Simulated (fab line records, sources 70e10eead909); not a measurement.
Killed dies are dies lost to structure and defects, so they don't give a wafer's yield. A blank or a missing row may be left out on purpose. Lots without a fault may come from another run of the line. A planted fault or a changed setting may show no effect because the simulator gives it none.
A struck lot beside a sound one | flow nand_harc | 42 steps out of a route of 1302
Sound: wafers L254.3, L254.4, L254.6. Struck: wafer L264.4. (L264.3, L264.5 of the same lot were not struck and are left out.) The cause comes at the end.
At each step with rows: each side's tool, then ch and its chambers, then its first start. Under that, the readings that differ: sound wafers | struck wafers | difference of the means | sigmas: that difference in standard deviations of wafers without a fault.
alike: readings whose means differ by less than 2 such deviations, and words and numbers that are the same on both sides. not compared: withheld readings, readings that some wafer has no value for, bounds like >300 that may hide the same value, and numbers for which the record gives no deviation and whose values overlap.
The two part at a step that has a row with sigmas, a row that says differs or no value, or rows on one side only. Numbers that don't overlap but have no deviation are shown without sigmas and don't part them. A reading that every wafer of one side lacks parts them only if that side has two wafers or more.

first, 4 steps without rows for these wafers: NHARC_A_SGD_CUT_SRD_19; NHARC_A_SGD_CUT_DEP_20 (deposits SiO2, target thk 150 nm); NHARC_A_SGD_CUT_ANNEAL_27 (time 1800 s); NHARC_A_SGD_CUT_CMP_21 (polishes, target thk 148.19 nm).
NHARC_A_SGD_CUT_THK_MEAS_22: measures by ellipsometry.
  sound on film_metro-02, day 20 11:34; struck on film_metro-02, day 24 06:25
  alike: thk_nm
then, 2 steps without rows for these wafers: NHARC_A_SGD_CUT_SRD_23; NHARC_A_SGD_CUT_ETCH_26 (etches SiO2 in dHF, target depth 45.8 nm).
NHARC_A_SGD_CUT_ETCHBACK_24: etches the open film in CH3F/O2, target depth 50 nm, time 92.857 s.
  sound on rie_diel-12 ch 0,1,3, day 20 11:49; struck on rie_diel-04 ch 1, day 24 06:39
  reading               | sound          | struck | difference | sigmas
  oes_product_au (a.u.) | 0.91 0.92 0.93 | 1.01   | +0.09      | +2
  alike: chamber_pressure_mTorr, drypump_motor_current_A, rf_vpp_V, showerhead_plenum_p_Torr, throttle_valve_pct
  not compared: rf_hours_counter_h
then, 1 step without rows for these wafers: NHARC_A_SGD_CUT_STRIP_28 (strips in O2, time 20 s).
NHARC_A_SGD_CUT_INSPECT_25:
  sound on defect_inspect-01, day 20 12:02; struck on defect_inspect-02, day 24 06:52
  alike: raw_defect_count
NHARC_A_SLIT_DEP_25: deposits SiO2, target thk 200 nm.
  sound on pecvd-04 ch 0,1,2, day 20 12:08; struck on pecvd-01 ch 2, day 24 07:14
  alike: heater_power_w, throttle_valve_pct
then, 1 step without rows for these wafers: NHARC_A_SLIT_DEP_00 (deposits aC, target thk 6200 nm).
NHARC_A_SLIT_DEP_23: deposits SiON, target thk 100 nm.
  sound on pecvd-04 ch 0,1, day 20 16:13; struck on pecvd-04 ch 2, day 24 14:47
  reading            | sound       | struck | difference | sigmas
  heater_power_w (W) | 574 705 576 | 872    | +254       | +3
then, 8 steps without rows for these wafers: NHARC_A_SLIT_DEHYDRATE_01 (time 120 s); NHARC_A_SLIT_HMDS_02 (time 30 s); NHARC_A_SLIT_COAT_03 (resist thk 90 nm); NHARC_A_SLIT_SOFTBAKE_04 (time 55 s); NHARC_A_SLIT_EBR_05; NHARC_A_SLIT_EXPOSE_06 (exposes mask SLIT); NHARC_A_SLIT_PEB_07 (peb time 65 s); NHARC_A_SLIT_DEVELOP_08 (develop time 35 s).
NHARC_A_SLIT_CD_MEAS_09: target cd 300 nm.
  sound on cd_sem-01 ch 0, day 20 16:52; struck on cd_sem-03 ch 0, day 24 15:25
  alike: cd_nm
NHARC_A_SLIT_OVL_MEAS_10:
  sound on overlay-02, day 20 16:57; struck on overlay-01, day 24 15:29
  alike: overlay_x_nm, overlay_y_nm
NHARC_A_SLIT_INSPECT_11:
  sound on defect_inspect-01, day 20 16:59; struck on defect_inspect-02, day 24 15:32
  alike: raw_defect_count
then, 1 step without rows for these wafers: NHARC_A_SLIT_DESCUM_14 (chemistry O2, time 3 s).
NHARC_A_SLIT_ETCH_24: etches the open film in CF4/CHF3, target depth 121 nm, time 60.5 s.
  sound on rie_diel-08 ch 0,3, day 20 17:08; struck on rie_diel-08 ch 3, day 24 15:40
  reading      | sound             | struck | difference | sigmas
  rf_vpp_V (V) | 368.2 374.5 372.2 | 366.8  | -4.8       | -2
  alike: chamber_pressure_mTorr, drypump_motor_current_A, oes_product_au, showerhead_plenum_p_Torr, throttle_valve_pct
  not compared: rf_hours_counter_h
NHARC_A_SLIT_ETCH_15: etches the open film in O2/COS, target depth 6200 nm, time 1612 s.
  sound on rie_diel-08 ch 1,2; struck on rie_diel-08 ch 1
  alike: chamber_pressure_mTorr, drypump_motor_current_A, oes_product_au, rf_vpp_V, showerhead_plenum_p_Torr, throttle_valve_pct
  not compared: rf_hours_counter_h
then, 4 steps without rows for these wafers: NHARC_A_SLIT_ETCH_17 (etches the open film in C4F8/O2/Ar, time 4254.5 s, target depth 20300 nm); NHARC_A_SLIT_ETCH_26 (etches the open film in C4F8/O2/Ar, time 90 s, target depth 400 nm); NHARC_A_SLIT_STRIP_28 (strips in O2/COS); NHARC_A_SLIT_ETCH_29 (etches the open film in CF4/O2, target depth 100 nm, overetch 10 nm, time 55 s).
NHARC_A_SLIT_STRIP_18: strips in O2.
  sound on rie_diel-08 ch 0,1,2; struck on rie_diel-06 ch 3
  alike: chamber_pressure_mTorr, drypump_motor_current_A, oes_product_au, rf_vpp_V, showerhead_plenum_p_Torr, throttle_valve_pct
  not compared: rf_hours_counter_h
then, 2 steps without rows for these wafers: NHARC_A_SLIT_PRECLEAN_19 (cleans in SC1); NHARC_A_SLIT_SRD_20.
NHARC_A_SLIT_CD_MEAS_21:
  sound on cd_sem-02, day 20 23:20; struck on cd_sem-03, day 24 21:53
  alike: cd_nm
then, 3 steps without rows for these wafers: NHARC_A_SIN_REMOVE_WET_00 (chemistry H3PO4, time 15300 s); NHARC_A_SIN_REMOVE_PRECLEAN_01 (cleans in SC1); NHARC_A_SIN_REMOVE_SRD_02.
NHARC_A_SIN_REMOVE_INSPECT_04:
  the record has rows for the sound wafers here (defect_inspect-01, day 21 05:59) and none for the struck ones
then, 2 steps without rows for these wafers: NHARC_A_WL_FILL_ALD_00 (deposits Al2O3, target thk 3 nm, pulse time 3 s, ald cycles 30); NHARC_A_WL_FILL_RTA_01 (time 5 s).
-- the record jumps here: 4 days lie between the struck wafers' starts before and after (it left off in module A_WL_FILL and takes up again in module END, whose first step shown is number 1302 of the route) --
NHARC_END_SORT_01:
  sound on prober-01 ch 0, day 25 07:04; struck on prober-01 ch 0, day 29 07:44
  reading         | sound    | struck | difference | sigmas
  killed_at_array | 51 50 52 | 672    | +621       | +28
  killed_dies     | 54 53 56 | 677    | +623       | +28
  killed_short    | 1 0 3    | 5      | +4         | +2
  alike: killed_at_other, killed_at_periphery, killed_open

WHERE THEY PART
First at NHARC_A_SGD_CUT_ETCHBACK_24; last, within this record, at NHARC_END_SORT_01.

WHY: what the simulator had put in
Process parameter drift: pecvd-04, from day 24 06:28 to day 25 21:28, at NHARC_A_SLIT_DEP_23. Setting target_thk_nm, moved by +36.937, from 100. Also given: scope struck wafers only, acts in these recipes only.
